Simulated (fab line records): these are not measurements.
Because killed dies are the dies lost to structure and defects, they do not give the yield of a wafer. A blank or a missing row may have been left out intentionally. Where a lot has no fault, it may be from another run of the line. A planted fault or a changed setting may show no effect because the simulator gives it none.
A lot that was struck, set against a sound lot ; flow n5 finfet ; 44 steps out of a route of 1938
Sound: the wafers L864.1, L864.2, L864.4. Struck: wafer L868.5; the same lot's L868.2 was not struck, so it is left out; see the end for the cause.
For every step that has rows: the tool of each side, followed by ch and its chambers, followed by its first start. Under that, the readings that differ: sound wafers ; struck wafers ; difference of the means ; sigmas: that difference in standard deviations of wafers without a fault.
alike: same words and numbers on both sides, and readings whose means sit less than 2 such deviations apart. not compared: any withheld reading, any reading some wafer has no value for, any bound like >300 that may hide the same value, and any number with overlapping values for which the record gives no deviation.
A row with sigmas, a row that says differs or no value, or rows on one side alone: a step with any of these is where the two part. When numbers do not overlap yet have no deviation, they are printed without sigmas and do not part them. A reading missing from all wafers of one side parts the sides only when that side holds two or more wafers.

N5_BEOL_M0_ANNEAL_135: time 60 s.
  sound on pvd sputter-02 at day 6 19:13; struck on pvd sputter-03 at day 7 03:28
  alike: heater power w, susceptor_temp_C_max
then, 4 steps without rows for these wafers: N5_BEOL_M0_SPUTTER_141 (material Cu, target thk 4 nm, time 7.37 s); N5_BEOL_M0_ECD_118 (material Cu, target thk 300 nm); N5_BEOL_M0_ANNEAL_119 (time 90 s); N5_BEOL_M0_CMP_120 (polishes, stops on SiOC, t overpolish 6.9 s).
N5_BEOL_M0_PRE_CLEAN_131: time 15 s.
  sound on cvd co-02 ch 1,2, day 6 20:36; struck on cvd co-02 ch 2, day 7 05:47
  alike: heater power w
then, 3 steps without rows for these wafers: N5_BEOL_M0_CO_CAP_123 (material Co, precursor CCTBA/H2, target thk 2 nm, time 102.1 s); N5_BEOL_M0_PRE_CLEAN_124 (time 15 s); N5_BEOL_M0_DEP_125 (deposits SiCN from 3MS/NH3, target thk 8 nm, time 14 s).
N5_BEOL_M0_RS_MEAS_126: a four-point-probe measurement.
  sound on film metro-01 at day 6 20:52; struck on film metro-01 at day 7 06:01
  alike: M0_RS
N5_BEOL_M0_INSPECT_127: inspects for defects (darkfield).
  sound on defect inspect-01 at day 6 20:54; struck on defect inspect-02 at day 7 06:02
  alike: raw defect count
N5_BEOL_M1_ILD_DEP_00: deposits SiOC from DEMS/O2, target thk 79 nm, time 15.3 s.
  sound on pecvd-03 ch 0,2, day 6 20:56; struck on pecvd-03 ch 0, day 7 06:05
reading;sound;struck;difference;sigmas
model.SiOC_of_BEOL_M1_ILD_DEP_00.thk nm (nm);78.4 78 79.2;76;-3;
  alike: heater power w, showerhead plenum p Torr, throttle valve pct
N5_BEOL_M1_THK_MEAS_01:
  sound on film metro-02 at day 6 21:00; struck on film metro-02 at day 7 06:08
reading;sound;struck;difference;sigmas
M1_ILD_THK (nm);78.5 77.9 79.2;76.0;-2.5;-3
then, 11 steps without rows for these wafers: N5_BEOL_M1_PECVD_72 (deposits SiO2 from TEOS/O2, target thk 16 nm, time 18 s); N5_BEOL_M1_HM_DEP_02 (deposits TiN, target thk 20 nm); N5_BEOL_M1_COAT_61 (time 60 s, resist thk 60 nm); N5_BEOL_M1_COAT_62 (time 60 s, resist thk 12 nm); N5_BEOL_M1_COAT_73 (time 60 s, resist thk 5 nm); N5_BEOL_M1_COAT_05 (resist thk 30 nm); N5_BEOL_M1_EBR_07; N5_BEOL_M1_SOFTBAKE_06 (time 60 s); N5_BEOL_M1_EXPOSE_08 (exposes mask M1); N5_BEOL_M1_PEB_09 (peb time 60 s); N5_BEOL_M1_DEVELOP_10 (develop time 30 s).
N5_BEOL_M1_CD_MEAS_11: the cd target is 17.05 nm.
  sound on cd sem-01 ch 0, day 6 23:17; struck on cd sem-01 ch 0, day 7 07:01
  alike: cd nm
N5_BEOL_M1_OVL_MEAS_12:
  sound on overlay-01 ch 0, day 6 23:19; struck on overlay-01 ch 0, day 7 07:03
  alike: M1_OVL
N5_BEOL_M1_INSPECT_13: inspects for defects (brightfield).
  sound on defect inspect-01 at day 6 23:23; struck on defect inspect-01 at day 7 07:07
  alike: raw defect count
N5_BEOL_M1_DESCUM_16: chemistry O2, time 7 s.
  sound on rie diel-05 ch 0,1,3, day 6 23:26; struck on rie diel-05 ch 2, day 7 07:23
  alike: chamber pressure mTorr, drypump motor current A, oes product au, rf vpp V, showerhead plenum p Torr, throttle valve pct
  not compared: rf hours counter h
N5_BEOL_M1_ETCH_74: etches underlayer in N2/H2, target depth 6.5 nm, time 5.2 s.
  sound on rie diel-05 ch 0,1,3, day 6 23:28; struck on rie diel-05 ch 2, day 7 07:25
  alike: chamber pressure mTorr, drypump motor current A, etch rf on time s, n2 flow sccm, oes product au, rf vpp V, showerhead plenum p Torr, throttle valve pct
  not compared: rf hours counter h
then, 5 steps without rows for these wafers: N5_BEOL_M1_ETCH_63 (etches SiARC in CF4, target depth 15.6 nm, time 26 s); N5_BEOL_M1_ETCH_64 (etches SOC in N2/H2, target depth 75 nm, overetch 15 nm, time 112.5 s); N5_BEOL_M1_STRIP_65 (strips in N2/H2); N5_BEOL_M1_STRIP_75 (strips in N2/H2); N5_BEOL_M1_STRIP_66 (strips in CF4).
N5_BEOL_M1_HM_OPEN_17: chemistry Cl2/BCl3, target TiN, target depth 20 nm, overetch 6 nm.
  sound on rie metal-01 ch 0,1, day 6 23:41; struck on rie metal-01 ch 1, day 7 07:38
  alike: chamber pressure mTorr, drypump motor current A, he backside leak sccm, mfc ar sccm, oes product au, throttle valve pct
  not compared: rf hours counter h
then, 1 step without rows for these wafers: N5_BEOL_M1_STRIP_19 (strips in O2).
N5_BEOL_M1_CD_MEAS_18: pitch 36 nm, target cd 18 nm.
  sound on cd sem-01 at day 7 00:02; struck on cd sem-01 at day 7 07:50
reading;sound;struck;difference;sigmas
cd nm (nm);17.9 17.3 17.7;18.3;+0.7;+2
then, 4 steps without rows for these wafers: N5_BEOL_M1_COAT_67 (time 60 s, resist thk 60 nm); N5_BEOL_M1_COAT_68 (time 60 s, resist thk 12 nm); N5_BEOL_M1_COAT_76 (time 60 s, resist thk 5 nm); N5_BEOL_M1_COAT_22 (resist thk 30 nm).
N5_BEOL_M1_CMP_52: polishes, stops on SiOC, t overpolish 6.8 s, target thk 40 nm.
  sound on cmp-02 ch 1,2,3, day 7 09:34; struck on cmp-02 ch 3, day 7 18:09
reading;sound;struck;difference;sigmas
model.SiOC_of_BEOL_M1_ILD_DEP_00.thk nm (nm);77.4 77 78.2;75;-3;
  alike: barrier field endpoint s, motor current A, overpolish run s, time to endpoint s
-- the record jumps here: 2 days lie between the struck wafers' starts before and after (it left off in module BEOL_M1 and takes up again in module BEOL_M4, whose first step shown is number 1111 of the route) --
N5_BEOL_M4_RC_MEAS_101:
  sound on prober-02 ch 0, day 8 20:29; struck on prober-01 ch 0, day 9 19:42
  alike: DIBL_N, DIBL_P, IOFF_N, IOFF_P, ION_N, ION_P, SS_N, SS_P, VT_N, VT_P
-- here the record skips 5 days between the struck wafers' starts before and after, leaving off in module BEOL_M4 and picking up in module PASSIVATION (first step shown: number 1936 of the route) --
N5_PASSIVATION_PROBE_49:
  sound on prober-01 at day 13 17:14; struck on prober-01 at day 14 11:51
  alike: defect limited yield, killed_at_M0_to_M3, killed_at_M4_up, killed at contacts, killed at front end, killed at other, killed dies, killed open, killed short, sort_bin_5_function, sort_bin_6_memory, sort_bin_8_speed, sort n pass, sort yield pct

== WHERE THEY PART ==
At N5_BEOL_M1_THK_MEAS_01 first; at N5_BEOL_M1_CD_MEAS_18 last (within this record only). Later steps at which nothing parts them and some readings are alike: N5_BEOL_M1_CMP_52, N5_BEOL_M4_RC_MEAS_101, N5_PASSIVATION_PROBE_49.

WHY: what the simulator had put in
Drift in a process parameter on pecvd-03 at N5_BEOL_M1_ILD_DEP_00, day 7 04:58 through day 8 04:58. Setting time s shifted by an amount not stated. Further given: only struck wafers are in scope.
